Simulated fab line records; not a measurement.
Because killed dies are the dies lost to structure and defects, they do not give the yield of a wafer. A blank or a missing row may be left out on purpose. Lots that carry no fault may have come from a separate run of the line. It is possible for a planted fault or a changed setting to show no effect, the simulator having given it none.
Chamber matching || flow nand harc || 4 sister chambers for NHARC_P_BONDPAD_ACTIVATE_29 on rie diel-09
The step chemistry N2, time 60 s. 4 wafers are shown with their chamber, then 9 later ones without.

WAFERS, EACH WITH ITS CHAMBER
{"wafer": "L829.5", "chamber": 1, "drypump motor current A (A)": 4.9}
{"wafer": "L827.1", "chamber": 0, "drypump motor current A (A)": 6.4}
{"wafer": "L831.1", "chamber": 2, "drypump motor current A (A)": 5.4}
{"wafer": "L831.4", "chamber": 3, "drypump motor current A (A)": 6.0}

WAFERS MISSING THEIR CHAMBER
{"wafer": "L831.6", "drypump motor current A (A)": 6.3}
{"wafer": "L834.1", "drypump motor current A (A)": 6.3}
{"wafer": "L834.2", "drypump motor current A (A)": 4.9}
{"wafer": "L834.4", "drypump motor current A (A)": 6.3}
{"wafer": "L840.1", "drypump motor current A (A)": 6.3}
{"wafer": "L840.5", "drypump motor current A (A)": 6.3}
{"wafer": "L844.1", "drypump motor current A (A)": 4.9}
{"wafer": "L844.2", "drypump motor current A (A)": 6.0}
{"wafer": "L844.3", "drypump motor current A (A)": 5.4}

WHICH CHAMBER EACH ONE RAN IN
{"wafer": "L831.6", "from the rows above": 0, "in truth": 0}
{"wafer": "L834.1", "from the rows above": 0, "in truth": 0}
{"wafer": "L834.2", "from the rows above": 1, "in truth": 1}
{"wafer": "L834.4", "from the rows above": 0, "in truth": 0}
{"wafer": "L840.1", "from the rows above": 0, "in truth": 0}
{"wafer": "L840.5", "from the rows above": 0, "in truth": 0}
{"wafer": "L844.1", "from the rows above": 1, "in truth": 1}
{"wafer": "L844.2", "from the rows above": 3, "in truth": 3}
{"wafer": "L844.3", "from the rows above": 2, "in truth": 2}
9 of 9 placed correctly. Left unplaced by these rows: 0. Number placed wrongly: 0.
How it was worked out, from the rows above alone: a wafer's distance from a chamber is the root of the sum, over the readings, of the square of ((its reading less the chamber's mean) divided by the reading's scatter). If the next closest chamber is less than 2 further off than the closest, the wafer can't be placed; otherwise it belongs to the closest. The mean given for a chamber averages the wafers shown for that chamber. The scatter: root of mean squared gap, hidden wafer to nearest shown wafer, with one shown wafer a chamber.
